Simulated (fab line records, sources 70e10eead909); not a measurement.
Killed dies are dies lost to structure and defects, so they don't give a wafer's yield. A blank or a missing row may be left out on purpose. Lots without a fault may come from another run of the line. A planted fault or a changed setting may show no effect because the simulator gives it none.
A struck lot beside a sound one | flow nand_harc | 14 steps out of a route of 1302
Sound: wafers L914.3, L914.4, L914.6. Struck: wafers L925.1, L925.2, L925.4. The cause comes at the end.
At each step with rows: each side's tool, then ch and its chambers, then its first start. Under that, the readings that differ: sound wafers | struck wafers | difference of the means | sigmas: that difference in standard deviations of wafers without a fault.
alike: readings whose means differ by less than 2 such deviations, and words and numbers that are the same on both sides. not compared: withheld readings, readings that some wafer has no value for, bounds like >300 that may hide the same value, and numbers for which the record gives no deviation and whose values overlap.
The two part at a step that has a row with sigmas, a row that says differs or no value, or rows on one side only. Numbers that don't overlap but have no deviation are shown without sigmas and don't part them. A reading that every wafer of one side lacks parts them only if that side has two wafers or more.

NHARC_P_M2_DEP_33: deposits SiCN, target thk 30 nm.
  sound on pecvd-03 ch 1,2, day 8 09:31; struck on pecvd-02 ch 1,2, day 13 02:01
  alike: heater_power_outer_w, heater_power_w, rf_fwd_power_W
NHARC_P_BONDPAD_DEP_00: deposits SiCN, target thk 250 nm.
  sound on pecvd-02 ch 0,1,2, day 8 09:59; struck on pecvd-02 ch 0,1,2
  alike: heater_power_outer_w, heater_power_w, rf_fwd_power_W
NHARC_P_BONDPAD_CMP_32: polishes SiCN, target thk 200 nm.
  sound on cmp-04 ch 0,1,3, day 8 10:22; struck on cmp-02 ch 0,2,3, day 13 02:48
  alike: motor_current_A
NHARC_P_BONDPAD_THK_MEAS_33: measures by ellipsometry.
  sound on film_metro-02, day 8 10:35; struck on film_metro-02, day 13 03:01
  alike: thk_nm
then, 8 steps without rows for these wafers: NHARC_P_BONDPAD_SRD_34; NHARC_P_BONDPAD_DEHYDRATE_01 (time 120 s); NHARC_P_BONDPAD_HMDS_02 (time 30 s); NHARC_P_BONDPAD_COAT_36 (time 65 s); NHARC_P_BONDPAD_COAT_03 (resist thk 600 nm); NHARC_P_BONDPAD_SOFTBAKE_04 (time 70 s); NHARC_P_BONDPAD_EBR_05; NHARC_P_BONDPAD_EXPOSE_06 (exposes mask P BPAD).
NHARC_P_BONDPAD_PEB_07: peb time 80 s.
  sound on litho_track-02 ch 0, day 8 11:04; struck on litho_track-07, day 13 03:31
  no value came back on the struck wafers for chill_plate_temp_C (C), exhaust_pa (Pa), heater_power_total_W (W); on the sound wafers chill_plate_temp_C (C) reads 22.96 23.17 22.96
then, 1 step without rows for these wafers: NHARC_P_BONDPAD_DEVELOP_08 (time 50 s).

WHERE THEY PART
Only at NHARC_P_BONDPAD_PEB_07, within this record.

WHY: what the simulator had put in
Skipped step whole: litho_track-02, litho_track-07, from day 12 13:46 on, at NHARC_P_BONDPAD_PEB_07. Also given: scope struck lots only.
